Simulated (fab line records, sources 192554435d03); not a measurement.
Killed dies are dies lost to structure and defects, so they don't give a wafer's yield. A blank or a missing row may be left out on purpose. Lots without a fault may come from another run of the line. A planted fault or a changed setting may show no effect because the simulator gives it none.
fab line records | flow n5_finfet | part 1 of 2: steps 1 to 4 of 6
record lots=24 wafers=72 last_day=18
route steps=1938 shown DUMMY_GATE@231 SD_EPI_N@275 SD_EPI_P@312 DUMMY_REMOVAL@378
lots that met no fault: from a run of the same line without faults
start_h: hours from the record's first day to the start of the lot's first wafer shown | wait_h: hours since the lot's step before | " the same as in the row above | L1.1+2: a row that stands for several wafers | - no value, or no start given | * or withheld: withheld | < > ~ a bound
route shown NAME@n: a module of which the file shows steps, and the number in the route of the first | usual: mean/standard deviation of fault-free wafers | same: alike in all rows | chamber/n: place in a boat | sites: the reading at each site | _std_site: their standard deviation | _edge_site: outer sites' mean less inner sites' | radius_mm: how far each site lies from the wafer's centre | mask NAME#n: copy n | behind: the tool/chamber that last shaped the wafer | hold: why the lot was held/for how many hours/how that ended | device: the transistor (n, p or np) that didn't switch | end of line: the same wafers' tests at the end of the route | a step without rows: its recipe alone | killed: dies lost to structure and defects at the first sort, not the wafer's yield | map: a wafer's dies, x killed, . not, _ none there
set.NAME: the setting as run; set.NAME@STEP: as run at that earlier step | model.NAME: the simulator's own value behind a step, which no gauge read
steps of the route over a sample of lots; a table a step, a row a wafer
services: from which hour (start_h, from the record's first day; less than 0 if before it) a tool's chamber was out of use, for how many hours, and why
## steps
# step N5_DUMMY_GATE_CD_MEAS_15
# recipe target_cd_nm=25.8 landing_energy_ev=500 detector=se_inlens
# usual cd_nm=24.94/0.25
# columns lot.wafer tool chamber start_h wait_h cd_nm
L074.2 cd_sem-01 0 45.02 - 24.51
L074.3 " 0 " " 25.06
L074.6 " 0 " " 24.76
L075.2 cd_sem-03 0 52.99 - 24.59
L075.4 " 0 " " 24.75
L075.5 " 0 " " 25.07
L076.1 cd_sem-03 0 60.35 - 25.10
L076.4 " 0 " " 24.86
L076.5 " 0 " " 25.02
L077.3 cd_sem-02 0 66.22 - 24.87
L077.5 " 0 " " 24.42
L077.6 " 0 " " 24.80
L078.1 cd_sem-02 0 74.27 - 24.57
L078.2 " 0 " " 24.99
L078.5 " 0 " " 24.96
L079.2 cd_sem-01 0 82.47 - 24.84
L079.3 " 0 " " 24.94
L079.6 " 0 " " 25.12
L080.2 cd_sem-03 0 82.98 - 25.29
L080.3 " 0 " " 24.83
L080.5 " 0 " " 24.70
L081.1 cd_sem-03 0 87.99 - 24.98
L081.3 " 0 " " 25.45
L081.6 " 0 " " 25.33
L082.3 cd_sem-03 0 94.14 - 24.72
L082.5 " 0 " " 25.10
L082.6 " 0 " " 24.88
L083.1 cd_sem-03 0 98.75 - 24.59
L083.2 " 0 " " 24.46
L083.6 " 0 " " 25.34
L084.1 cd_sem-03 0 107.87 - 24.83
L084.4 " 0 " " 25.25
L084.5 " 0 " " 25.09
L085.1 cd_sem-01 0 112.34 - 24.86
L085.3 " 0 " " 25.15
L085.6 " 0 " " 24.96
L086.3 cd_sem-02 0 120.65 - 25.07
L086.4 " 0 " " 25.02
L086.5 " 0 " " 25.14
L087.2 cd_sem-02 0 128.53 - 25.57
L087.3 " 0 " " 24.61
L087.5 " 0 " " 24.88
L088.3 cd_sem-03 0 131.40 - 24.78
L088.5 " 0 " " 24.95
L088.6 " 0 " " 24.66
L089.1 cd_sem-03 0 137.09 - 25.25
L089.2 " 0 " " 25.15
L089.3 " 0 " " 25.10
L090.2 cd_sem-02 0 142.80 - 24.79
L090.3 " 0 " " 24.97
L090.4 " 0 " " 24.93
L091.1 cd_sem-02 0 147.71 - 25.41
L091.2 " 0 " " 25.16
L091.4 " 0 " " 24.97
L092.1 cd_sem-03 0 152.51 - 24.80
L092.2 " 0 " " 25.25
L092.3 " 0 " " 24.93
L093.1 cd_sem-02 0 159.10 - 25.23
L093.3 " 0 " " 24.79
L093.5 " 0 " " 24.58
L094.1 cd_sem-02 0 166.07 - 25.00
L094.4 " 0 " " 24.75
L094.5 " 0 " " 24.77
L095.2 cd_sem-02 0 174.76 - 24.54
L095.3 " 0 " " 25.03
L095.6 " 0 " " 25.06
L096.1 cd_sem-01 0 177.64 - 24.77
L096.3 " 0 " " 24.70
L096.4 " 0 " " 24.77
L097.3 cd_sem-03 0 184.97 - 24.88
L097.5 " 0 " " 25.06
L097.6 " 0 " " 24.57
# step N5_DUMMY_GATE_DESCUM_20
# recipe chemistry=O2 time_s=6.2 source_power_w=50 bias_power_w=20 pressure_mtorr=20 rf_frequency_hz=2.712e+07 temp_c=40 resist=CAR-EUV o2_flow_sccm=225
# usual drypump_motor_current_A=5.42/0.29 oes_product_au=0.75/0.08 rf_vpp_V=243.7/1.1 showerhead_plenum_p_Torr=2.12/0.045 throttle_valve_pct=20.46/0.21
# columns lot.wafer tool chamber start_h wait_h drypump_motor_current_A oes_product_au rf_hours_counter_h rf_vpp_V showerhead_plenum_p_Torr throttle_valve_pct
L074.2 rie_diel-03 1 45.15 0.0 5.27 0.90 14 244.9 2.23 20.34
L074.3 " 0 " " 5.92 0.75 148 243.0 2.09 20.08
L074.6 " 2 " " 5.25 0.72 - 244.7 2.09 20.54
L075.2 rie_diel-06 0 53.11 0.0 5.10 0.78 109 244.5 2.21 20.32
L075.4 " 1 " " 5.42 0.72 211 244.3 2.15 20.48
L075.5 " 0 " " 5.06 0.78 - 244.5 2.21 20.33
L076.1 rie_diel-06 3 60.52 0.1 5.36 0.75 125 243.4 2.11 20.60
L076.4 " 0 " " 5.08 0.78 112 244.0 2.20 20.33
L076.5 " 2 " " 5.91 0.76 - 242.3 2.10 20.77
L077.3 rie_diel-06 2 66.35 0.0 5.89 0.75 164 242.9 2.10 20.76
L077.5 " 1 " " 5.46 0.71 - 243.5 2.15 20.50
L077.6 " 2 " " 5.89 0.76 - 244.2 2.10 20.77
L078.1 rie_diel-06 3 74.40 0.0 5.31 0.74 129 244.1 2.10 20.59
L078.2 " 2 " " 5.92 0.75 166 241.7 2.09 20.78
L078.5 " 2 " " 5.91 0.75 - 244.5 2.10 20.77
L079.2 rie_diel-05 3 82.60 0.0 5.31 0.77 128 243.9 2.09 20.41
L079.3 " 2 " " 5.66 0.71 228 242.4 2.15 20.36
L079.6 " 3 " " 5.32 0.77 - 243.3 2.09 20.38
L080.2 rie_diel-06 0 83.11 0.0 5.08 0.77 118 244.6 2.20 20.31
L080.3 " 1 " " 5.43 0.71 219 245.2 2.14 20.49
L080.5 " 1 " " 5.45 0.71 - 244.2 2.14 20.49
L081.1 rie_diel-06 1 88.12 0.0 5.43 0.70 220 245.2 2.14 20.49
L081.3 " 2 " " 5.91 0.75 169 242.6 2.09 20.78
L081.6 " 2 " " 5.92 0.75 - 243.9 2.09 20.77
L082.3 rie_diel-06 1 94.27 0.0 5.45 0.71 223 244.6 2.14 20.50
L082.5 " 1 " " 5.45 0.71 - 243.8 2.14 20.48
L082.6 " 2 " " 5.92 0.75 - 242.6 2.09 20.79
L083.1 rie_diel-03 3 98.88 0.0 5.17 0.71 218 242.3 2.14 20.57
L083.2 " 2 " " 5.26 0.69 204 242.6 2.08 20.57
L083.6 " 0 " " 5.94 0.73 - 243.6 2.09 20.11
L084.1 rie_diel-05 0 108.00 0.0 5.01 0.70 231 243.9 2.13 20.65
L084.4 " 1 " " 5.48 1.00 3 241.5 2.06 20.00
L084.5 " 0 " " 5.00 0.69 - 245.2 2.13 20.65
L085.1 rie_diel-05 1 112.48 0.0 5.47 1.00 3 243.4 2.06 19.99
L085.3 " 2 " " 5.70 0.70 238 242.6 2.14 20.37
L085.6 " 2 " " 5.71 0.69 - 245.0 2.14 20.38
L086.3 rie_diel-05 1 120.78 0.0 5.47 0.97 6 241.5 2.06 20.00
L086.4 " 0 " " 5.03 0.68 233 244.8 2.13 20.63
L086.5 " 2 " " 5.71 0.69 - 244.2 2.14 20.38
L087.2 rie_diel-03 3 128.66 0.0 5.13 0.70 228 245.3 2.13 20.57
L087.3 " 2 " " 5.21 0.69 213 242.4 2.08 20.58
L087.5 " 3 " " 5.13 0.71 - 243.7 2.13 20.57
L088.3 rie_diel-05 0 131.53 0.0 5.01 0.69 235 245.0 2.13 20.64
L088.5 " 1 " " 5.43 0.98 - 244.3 2.06 20.01
L088.6 " 0 " " 5.02 0.69 - 243.2 2.13 20.64
L089.1 rie_diel-03 3 137.23 0.0 5.14 0.69 230 244.4 2.13 20.58
L089.2 " 1 " " 5.27 0.84 44 244.0 2.22 20.38
L089.3 " 2 " " 5.25 0.69 216 242.4 2.08 20.58
L090.2 rie_diel-05 2 142.93 0.0 5.68 0.68 246 245.1 2.14 20.39
L090.3 " 0 " " 5.02 0.69 238 244.7 2.13 20.64
L090.4 " 3 " " 5.30 0.75 145 242.0 2.09 20.46
L091.1 rie_diel-05 2 147.90 0.1 5.71 0.69 248 245.3 2.14 20.38
L091.2 " 1 " " 5.42 0.96 13 242.7 2.06 20.00
L091.4 " 3 " " 5.30 0.76 147 244.4 2.09 20.44
L092.1 rie_diel-06 2 152.64 0.0 5.88 0.75 182 243.2 2.09 20.79
L092.2 " 1 " " 5.48 0.69 244 243.9 2.13 20.52
L092.3 " 3 " " 5.35 0.72 157 242.2 2.09 20.63
L093.1 rie_diel-03 2 160.43 1.2 5.27 0.69 224 243.3 2.07 20.59
L093.3 " 0 " " 5.93 0.71 186 244.1 2.08 20.14
L093.5 " 2 " " 5.27 0.69 - 243.2 2.08 20.59
L094.1 rie_diel-03 3 166.20 0.0 5.13 0.70 239 245.2 2.13 20.59
L094.4 " 1 " " 5.28 0.83 54 245.8 2.22 20.38
L094.5 " 2 " " 5.26 0.69 - 243.6 2.07 20.59
L095.2 rie_diel-05 3 174.89 0.0 5.30 0.74 157 243.8 2.08 20.45
L095.3 " 1 " " 5.45 0.94 21 242.8 2.05 20.03
L095.6 " 1 " " 5.46 0.94 - 242.7 2.05 20.05
L096.1 rie_diel-03 3 177.77 0.0 5.15 0.70 240 244.1 2.13 20.60
L096.3 " 2 " " 5.27 0.68 228 243.2 2.07 20.60
L096.4 " 1 " " 5.29 0.82 57 245.7 2.22 20.38
L097.3 rie_diel-06 0 185.60 0.5 5.09 0.73 152 244.7 2.19 20.38
L097.5 " 0 " " 5.08 0.74 - 245.5 2.19 20.37
L097.6 " 3 " " 5.30 0.70 - 243.2 2.09 20.63
# step N5_DUMMY_GATE_CD_MEAS_50
# recipe target_cd_nm=14
# usual cd_nm=14.0/0.38
# columns lot.wafer tool chamber start_h wait_h cd_nm
L074.2 cd_sem-02 - 45.53 0.0 14.3
L074.3 " - " " 13.9
L074.6 " - " " 14.4
L075.2 cd_sem-03 - 53.49 0.0 14.3
L075.4 " - " " 14.8
L075.5 " - " " 14.1
L076.1 cd_sem-03 - 60.95 0.0 14.0
L076.4 " - " " 13.6
L076.5 " - " " 13.9
L077.3 cd_sem-03 - 66.73 0.0 14.2
L077.5 " - " " 13.7
L077.6 " - " " 13.8
L078.1 cd_sem-01 - 74.77 0.0 13.7
L078.2 " - " " 14.0
L078.5 " - " " 14.2
L079.2 cd_sem-01 - 82.98 0.0 13.9
L079.3 " - " " 13.6
L079.6 " - " " 13.6
L080.2 cd_sem-03 - 83.78 0.0 13.5
L080.3 " - " " 13.8
L080.5 " - " " 14.0
L081.1 cd_sem-01 - 88.52 0.0 14.0
L081.3 " - " " 14.5
L081.6 " - " " 14.8
L082.3 cd_sem-03 - 94.90 0.0 14.6
L082.5 " - " " 14.8
L082.6 " - " " 14.6
L083.1 cd_sem-03 - 99.25 0.0 14.1
L083.2 " - " " 14.1
L083.6 " - " " 13.7
L084.1 cd_sem-02 - 108.38 0.0 14.5
L084.4 " - " " 14.4
L084.5 " - " " 14.3
L085.1 cd_sem-01 - 112.85 0.0 13.5
L085.3 " - " " 13.4
L085.6 " - " " 13.7
L086.3 cd_sem-02 - 121.16 0.0 14.1
L086.4 " - " " 14.2
L086.5 " - " " 13.8
L087.2 cd_sem-02 - 129.04 0.0 13.5
L087.3 " - " " 14.3
L087.5 " - " " 14.4
L088.3 cd_sem-02 - 131.91 0.0 14.3
L088.5 " - " " 14.3
L088.6 " - " " 13.4
L089.1 cd_sem-03 - 137.60 0.0 14.3
L089.2 " - " " 15.0
L089.3 " - " " 14.6
L090.2 cd_sem-02 - 143.34 0.0 14.4
L090.3 " - " " 14.6
L090.4 " - " " 13.9
L091.1 cd_sem-01 - 148.53 0.0 13.5
L091.2 " - " " 13.9
L091.4 " - " " 14.2
L092.1 cd_sem-03 - 153.02 0.0 14.0
L092.2 " - " " 14.3
L092.3 " - " " 14.3
L093.1 cd_sem-02 - 160.89 0.0 14.1
L093.3 " - " " 13.7
L093.5 " - " " 14.1
L094.1 cd_sem-03 - 166.58 0.0 13.8
L094.4 " - " " 13.9
L094.5 " - " " 13.8
L095.2 cd_sem-03 - 175.27 0.0 13.6
L095.3 " - " " 13.7
L095.6 " - " " 13.4
L096.1 cd_sem-01 - 178.15 0.0 13.8
L096.3 " - " " 13.8
L096.4 " - " " 14.7
L097.3 cd_sem-02 - 186.28 0.0 14.3
L097.5 " - " " 14.3
L097.6 " - " " 13.9
# step N5_SD_EPI_N_ETCH_35
# recipe chemistry=N2/H2 target=SOC overetch_a=1080 mask_material=SiARC temp_c=40 ion_energy_ev=100 source_w=3000 bias_w=133 pressure_mtorr=20 time_s=486 n2_flow_sccm=200 h2_flow_sccm=200
# usual drypump_motor_current_A=5.8/0.55 oes_product_au=0.70/0.051 rf_vpp_V=240.7/1.3 showerhead_plenum_p_Torr=2.54/0.073 throttle_valve_pct=23.9/0.37
# columns lot.wafer tool chamber start_h wait_h drypump_motor_current_A oes_product_au rf_hours_counter_h rf_vpp_V showerhead_plenum_p_Torr throttle_valve_pct
L074.2 rie_diel-02 0 47.72 0.0 5.6 0.67 193 241.2 2.64 24.2
L074.3 " 1 " " 6.6 0.68 117 242.3 2.56 24.2
L074.6 " 3 " " 5.0 0.68 - 240.1 2.55 24.3
L075.2 rie_diel-04 2 55.53 0.0 6.1 0.85 5 239.9 2.49 23.4
L075.4 " 3 " " 5.3 0.71 127 240.6 2.45 24.1
L075.5 " 2 " " 6.1 0.86 - 240.5 2.49 23.4
L076.1 rie_diel-02 1 63.35 0.0 6.6 0.68 124 239.9 2.55 24.2
L076.4 " 2 " " 5.9 0.70 - 242.8 2.65 23.6
L076.5 " 0 " " 5.6 0.66 - 242.1 2.64 24.2
L077.3 rie_diel-04 3 68.76 0.0 5.3 0.70 130 239.5 2.45 24.1
L077.5 " 0 " " 6.8 0.66 - 239.8 2.41 23.9
L077.6 " 3 " " 5.3 0.71 - 240.6 2.45 24.1
L078.1 rie_diel-04 3 76.73 0.0 5.3 0.70 133 240.2 2.45 24.1
L078.2 " 0 " " 6.8 0.66 169 237.4 2.41 23.9
L078.5 " 1 " " 6.0 0.67 - 239.2 2.53 24.3
L079.2 rie_diel-02 2 85.22 0.0 5.8 0.69 141 240.6 2.64 23.6
L079.3 " 1 " " 6.6 0.67 132 239.4 2.55 24.2
L079.6 " 3 " " 5.0 0.67 - 242.0 2.55 24.3
L080.2 rie_diel-01 0 85.85 0.0 5.3 0.83 14 240.6 2.57 23.2
L080.3 " 1 " " 5.5 0.77 38 241.5 2.59 23.4
L080.5 " 3 " " 6.2 0.77 - 240.1 2.60 23.5
L081.1 rie_diel-02 2 90.87 0.0 5.8 0.69 143 242.2 2.64 23.6
L081.3 " 3 " " 5.0 0.67 149 242.5 2.54 24.3
L081.6 " 1 " " 6.6 0.67 - 239.1 2.55 24.2
L082.3 rie_diel-02 0 96.91 0.0 5.6 0.65 212 240.3 2.63 24.2
L082.5 " 0 " " 5.6 0.66 - 242.9 2.63 24.2
L082.6 " 3 " " 5.0 0.67 - 240.4 2.54 24.3
L083.1 rie_diel-02 2 103.41 0.0 5.8 0.69 147 242.6 2.64 23.6
L083.2 " 1 " " 6.6 0.67 138 239.8 2.55 24.2
L083.6 " 2 " " 5.8 0.69 - 242.5 2.64 23.6
L084.1 rie_diel-04 2 110.34 0.0 6.1 0.80 25 240.3 2.48 23.4
L084.4 " 0 " " 6.8 0.65 180 239.1 2.40 23.9
L084.5 " 1 " " 6.1 0.66 - 240.4 2.52 24.3
L085.1 rie_diel-02 3 115.35 0.0 5.0 0.67 158 240.9 2.54 24.4
L085.3 " 0 " " 5.6 0.65 217 241.9 2.63 24.2
L085.6 " 1 " " 6.6 0.66 - 240.9 2.55 24.2
L086.3 rie_diel-04 1 122.98 0.0 6.0 0.65 198 239.7 2.52 24.3
L086.4 " 3 " " 5.3 0.69 147 239.3 2.44 24.1
L086.5 " 3 " " 5.3 0.69 - 239.6 2.44 24.1
L087.2 rie_diel-02 0 131.48 0.0 5.6 0.65 222 241.6 2.63 24.2
L087.3 " 3 " " 5.0 0.66 163 241.0 2.54 24.4
L087.5 " 0 " " 5.6 0.65 - 242.4 2.63 24.2
L088.3 rie_diel-01 0 134.17 0.0 5.3 0.79 32 241.3 2.56 23.3
L088.5 " 0 " " 5.3 0.79 - 242.1 2.56 23.2
L088.6 " 1 " " 5.4 0.75 - 240.6 2.58 23.4
L089.1 rie_diel-01 1 139.85 0.0 5.4 0.75 59 241.5 2.58 23.4
L089.2 " 0 " " 5.4 0.78 35 241.6 2.56 23.3
L089.3 " 3 " " 6.2 0.74 49 240.9 2.59 23.5
L090.2 rie_diel-02 2 145.30 0.0 5.8 0.68 164 241.5 2.63 23.7
L090.3 " 3 " " 5.1 0.65 169 240.2 2.54 24.4
L090.4 " 1 " " 6.6 0.65 153 239.6 2.54 24.2
L091.1 rie_diel-04 3 151.02 0.0 5.3 0.69 157 239.5 2.44 24.1
L091.2 " 2 " " 6.2 0.78 38 240.4 2.48 23.4
L091.4 " 1 " " 6.0 0.65 - 240.4 2.52 24.3
L092.1 rie_diel-04 2 156.10 0.0 6.1 0.79 39 241.3 2.48 23.4
L092.2 " 0 " " 6.8 0.65 191 238.0 2.40 23.9
L092.3 " 3 " " 5.3 0.68 158 238.2 2.44 24.1
L093.1 rie_diel-01 2 162.90 0.0 5.2 0.72 89 240.3 2.46 23.6
L093.3 " 1 " " 5.4 0.74 66 240.5 2.58 23.4
L093.5 " 1 " " 5.4 0.73 - 241.2 2.58 23.4
L094.1 rie_diel-04 2 168.73 0.0 6.1 0.77 43 238.8 2.47 23.4
L094.4 " 0 " " 6.8 0.65 196 238.7 2.40 23.9
L094.5 " 3 " " 5.3 0.68 - 238.4 2.44 24.1
L095.2 rie_diel-01 0 177.36 0.0 5.3 0.78 46 240.6 2.55 23.3
L095.3 " 3 " " 6.3 0.73 61 240.2 2.59 23.5
L095.6 " 3 " " 6.3 0.73 - 240.6 2.59 23.5
L096.1 rie_diel-02 0 180.38 0.0 5.6 0.64 241 241.4 2.62 24.2
L096.3 " 2 " " 5.8 0.67 176 243.2 2.63 23.7
L096.4 " 1 " " 6.6 0.65 165 240.1 2.54 24.2
L097.3 rie_diel-01 1 189.89 0.0 5.5 0.73 75 239.5 2.57 23.4
L097.5 " 1 " " 5.5 0.73 - 240.2 2.57 23.4
L097.6 " 0 " " 5.3 0.77 - 240.0 2.55 23.3
